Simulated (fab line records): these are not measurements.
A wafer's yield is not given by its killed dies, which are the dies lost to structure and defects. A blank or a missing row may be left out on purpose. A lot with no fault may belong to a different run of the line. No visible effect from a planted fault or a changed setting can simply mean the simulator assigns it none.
Problem report, 8D (eight disciplines) form, completed by code ; flow n5Finfet ; the parts of the form that need people (team, actions taken, sign-off) are left out

== 1. PROBLEM STATEMENT ==
A mean of 38.33 nm is read at N5_BEOL_M8_CD_MEAS_28 for cdNm, taken on 1 wafer of 1 lot, against 39.97 nm (standard deviation 0.24) on wafers free of any fault. Relative to the usual mean, that is a shift of -6.8 standard deviations.
The step: target cd 40 nm.
First observed at day 11 23:19: wafer L246.5, on cdSem-02. The record holds 30 wafers of 10 lots with a number at this step. By rule, "out" or "out of limits" means more than 4 standard deviations away from the usual mean. All remaining wafers that have a number are taken as sound.

== 2. WHAT IT IS; WHAT IT IS NOT ==
question;is;is not
which readings at this step;cdNm;-
which lots;L246;L241, L242, L243, L244, L245, L248, L260, L262, L263
which wafers of those lots;L246.5;L246.2, L246.3
read on which gauges;cdSem-02;cdSem-01, cdSem-03
when;from day 11 23:19;"up to then (17 sound wafers); but 12 sound wafers of L248, L260, L262, L263 came after"

== 3. SUSPECTS, AND WHAT RULES EACH OUT ==
Counting: any tool at a process step up to the reading remains a suspect provided it ran every lot that is out. Sound lots after the first of them don't rule it out here, since some wafers of a struck lot are sound.
- the gauge at N5_BEOL_M8_CD_MEAS_28: kept. All the wafers that are out were read on cdSem-02, and no step on other tools shows them out.
- rieDiel-02 at N5_BEOL_M8_DESCUM_16 (chemistry O2, time 7.9 s): kept. It processed L246, the lot that is out, at day 11 18:34, and its most recent sound lot before then was L243 at day 10 01:49.
- euvScanner-02 at N5_BEOL_M8_EXPOSE_25 (exposes mask V7, target cd 40 nm): kept. It processed L246, the lot that is out, at day 11 23:11, and its most recent sound lot before then was L245 at day 10 21:41.
- In rieDiel-02 at N5_BEOL_M8_DESCUM_16, the wafers that are out were processed in chamber 2 and their sound lot-mates in chambers 0, 1.
rieDiel-02 at N5_BEOL_M8_DESCUM_16, euvScanner-02 at N5_BEOL_M8_EXPOSE_25 and cdSem-02 at N5_BEOL_M8_CD_MEAS_28 are what is left after counting.

== 4. THE CAUSE (what the simulator had put in) ==
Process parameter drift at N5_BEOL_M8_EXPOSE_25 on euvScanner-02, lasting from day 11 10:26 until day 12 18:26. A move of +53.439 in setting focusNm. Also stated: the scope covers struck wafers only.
Counting leaves 3 suspects; this tool is one of them.

== 5. THE EFFECT CHAIN, in route order ==
Rows list readings where the struck wafers' mean (over those with a number) sits beyond 3 standard deviations from the usual. Scope: only readings with a usual standard deviation given in the record; hours: median across lots of the time from each lot's start at the first step in this table that gives one to its start at this step; sigmas: change in usual standard deviations.
hours;step;reading;usual;on struck wafers;change;sigmas
0;N5_BEOL_M8_CD_MEAS_28;cdNm;39.97 nm;38.33;-1.64;-6.8
Later steps that measure or inspect, where all struck wafers having a row at the step show a number for every such reading and not one has moved that far: N5_BEOL_M8_INSPECT_30.

== 6. HOW IT WOULD HAVE BEEN CAUGHT EARLIER ==
The first out-of-limits reading at a measuring or inspecting step in this record came at day 11 23:19, 13 hours after the fault's start at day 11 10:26.
Each of the lots that are out, 1 in all, had begun N5_BEOL_M8_EXPOSE_25 on euvScanner-02 no later than day 11 23:19. Had the tool been put on hold then, not one of them would have been saved.
